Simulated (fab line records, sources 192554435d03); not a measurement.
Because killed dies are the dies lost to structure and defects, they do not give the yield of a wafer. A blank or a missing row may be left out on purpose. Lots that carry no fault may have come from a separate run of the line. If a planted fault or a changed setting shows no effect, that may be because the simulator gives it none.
A lot that was struck, set against a sound lot / flow n5Finfet / 17 steps out of a route of 1938
Sound: the wafers L242.1, L242.3, L242.4. Wafers struck: L240.4, L240.5, L240.6. Last of all comes the cause.
For every step that has rows: the tool of each side, followed by ch and its chambers, followed by its first start. Under that, the readings that differ: sound wafers / struck wafers / difference of the means / sigmas: that difference in standard deviations of wafers without a fault.
alike: readings whose means differ by less than 2 such deviations, and words and numbers that are the same on both sides. not compared: withheld readings, readings that some wafer has no value for, bounds like >300 that may hide the same value, and numbers for which the record gives no deviation and whose values overlap.
Wherever a step has rows on one side only, a row that says differs or no value, or a row with sigmas, the two part there. Non-overlapping numbers with no deviation appear without sigmas and do not part them. Lack of a reading on every wafer of one side parts them only where that side has two or more wafers.

first, 8 steps without rows for these wafers: N5_SD_EPI_P_COAT_34 (time 60 s, resist thk 350 nm); N5_SD_EPI_P_COAT_35 (time 60 s, resist thk 35 nm); N5_SD_EPI_P_COAT_03 (resist thk 150 nm); N5_SD_EPI_P_EBR_05; N5_SD_EPI_P_SOFTBAKE_04 (time 60 s); N5_SD_EPI_P_EXPOSE_06 (exposes mask SD P BLK, target cd 240 nm); N5_SD_EPI_P_PEB_07 (peb time 60 s); N5_SD_EPI_P_DEVELOP_08 (develop time 30 s).
N5_SD_EPI_P_CD_MEAS_09 targets a cd of 240 nm.
  sound on cdSem-02 ch 0, day 7 00:23; struck on cdSem-03 ch 0, day 6 15:55
  alike: cdNm
N5_SD_EPI_P_OVL_MEAS_10:
  sound on overlay-02 ch 0, day 7 00:25; struck on overlay-01 ch 0, day 6 15:57
  alike: SD_P_BLK_OVL
N5_SD_EPI_P_INSPECT_11: inspects for defects (macro).
  sound on defectInspect-02 at day 7 00:26; struck on defectInspect-01 at day 6 15:59
  alike: rawDefectCount
N5_SD_EPI_P_DESCUM_14: chemistry O2, time 7.9 s.
  sound on rieDiel-04 ch 0,1, day 7 00:28; struck on rieDiel-05 ch 1,2,3, day 6 16:07
  alike: drypumpMotorCurrentA, oesProductAu, rfVppV, showerheadPlenumPTorr, throttleValvePct
  not compared: rfHoursCounterH
N5_SD_EPI_P_ETCH_36: etches SiARC in CF4, target depth 45.5 nm, time 75.8 s.
  sound on rieDiel-04 ch 0,1, day 7 00:31; struck on rieDiel-05 ch 1,2,3, day 6 16:09
  no value came back on the struck wafers for any of 8 readings (biasW (W), cf4FlowSccm (sccm) and others); on the sound wafers biasW (W) reads 36.10 35.93 36.05
reading=model.CAR-ArF-block_of_SD_EPI_P_COAT_03.thkNm (nm); sound=110.6 110.4 110.4; struck=144 144 144.6; difference=+34; sigmas=
  not compared: rfHoursCounterH
N5_SD_EPI_P_ETCH_37: etches SOC in N2/H2, overetch 108 nm, time 486 s.
  sound on rieDiel-04 ch 0,1, day 7 00:34; struck on rieDiel-05 ch 1,2,3, day 6 16:13
reading=oesProductAu (a.u.); sound=0.66 0.68 0.67; struck=0.27 0.34 0.36; difference=-0.35; sigmas=-4
  alike: biasW, chamberPressureMTorr, drypumpMotorCurrentA, rfVppV, showerheadPlenumPTorr, throttleValvePct
  not compared: rfHoursCounterH
then, 1 step without rows for these wafers: N5_SD_EPI_P_STRIP_38 (strips in N2/H2).
N5_BEOL_M4_RC_MEAS_101:
  the record has rows for the sound wafers here (prober-01 ch 0, day 11 17:55) and none for the struck ones
-- a jump in the record: the struck wafers' starts before and after are 9 days apart (it breaks off in module BEOL_M4 and resumes in module PASSIVATION, where the first step shown is number 1936 of the route) --
N5_PASSIVATION_PROBE_49:
  rows exist in the record for the struck wafers here (prober-02, day 15 10:22), but not for the sound ones

== WHERE THEY PART ==
Last at N5_PASSIVATION_PROBE_49 as far as this record goes, first at N5_SD_EPI_P_ETCH_36.

WHY: what had been put in by the simulator
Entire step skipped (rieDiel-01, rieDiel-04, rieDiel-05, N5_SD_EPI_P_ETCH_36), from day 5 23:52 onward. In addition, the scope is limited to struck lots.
